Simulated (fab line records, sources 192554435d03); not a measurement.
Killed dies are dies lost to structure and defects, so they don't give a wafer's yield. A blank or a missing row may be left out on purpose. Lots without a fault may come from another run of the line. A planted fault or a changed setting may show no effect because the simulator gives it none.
Chamber matching | flow n5_finfet | N5_BEOL_M6_ETCH_65 on rie_diel-04: 4 sister chambers
The step etches SiARC in CF4, target depth 15.6 nm, time 26 s. 4 wafers are shown with their chamber, then 9 later ones without.

WAFERS WITH THEIR CHAMBER
wafer  | chamber | throttle_valve_pct (%)
L081.3 | 0       | 15.76
L084.4 | 1       | 15.53
L084.5 | 2       | 16.02
L084.6 | 3       | 15.98

WAFERS WITHOUT THEIR CHAMBER
wafer  | throttle_valve_pct (%)
L092.1 | 16.08
L092.2 | 16.02
L092.3 | 15.30
L094.1 | 16.10
L094.4 | 15.34
L094.6 | 16.02
L096.3 | 16.07
L096.4 | 15.35
L096.6 | 16.07

WHICH CHAMBER EACH WENT THROUGH
wafer  | from the rows above     | in truth
L092.1 | can't be placed: 2 or 3 | 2
L092.2 | can't be placed: 2 or 3 | 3
L092.3 | can't be placed: 1 or 0 | 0
L094.1 | can't be placed: 2 or 3 | 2
L094.4 | can't be placed: 1 or 0 | 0
L094.6 | can't be placed: 2 or 3 | 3
L096.3 | can't be placed: 2 or 3 | 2
L096.4 | can't be placed: 1 or 0 | 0
L096.6 | can't be placed: 2 or 3 | 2
Placed correctly: 0 of 9. Can't be placed from these rows: 9 (the true chamber is among the candidates in 9). Placed wrongly: 0.
How it was worked out, from the rows above alone: a wafer's distance from a chamber is the root of the sum, over the readings, of the square of ((its reading less the chamber's mean) divided by the reading's scatter). The wafer belongs to the nearest chamber; if the next one is less than 2 further off, it can't be placed. A chamber's mean is the mean of its shown wafers. The scatter: with one shown wafer a chamber, the root of the mean of the squares of how far each hidden wafer lies from its nearest shown one.
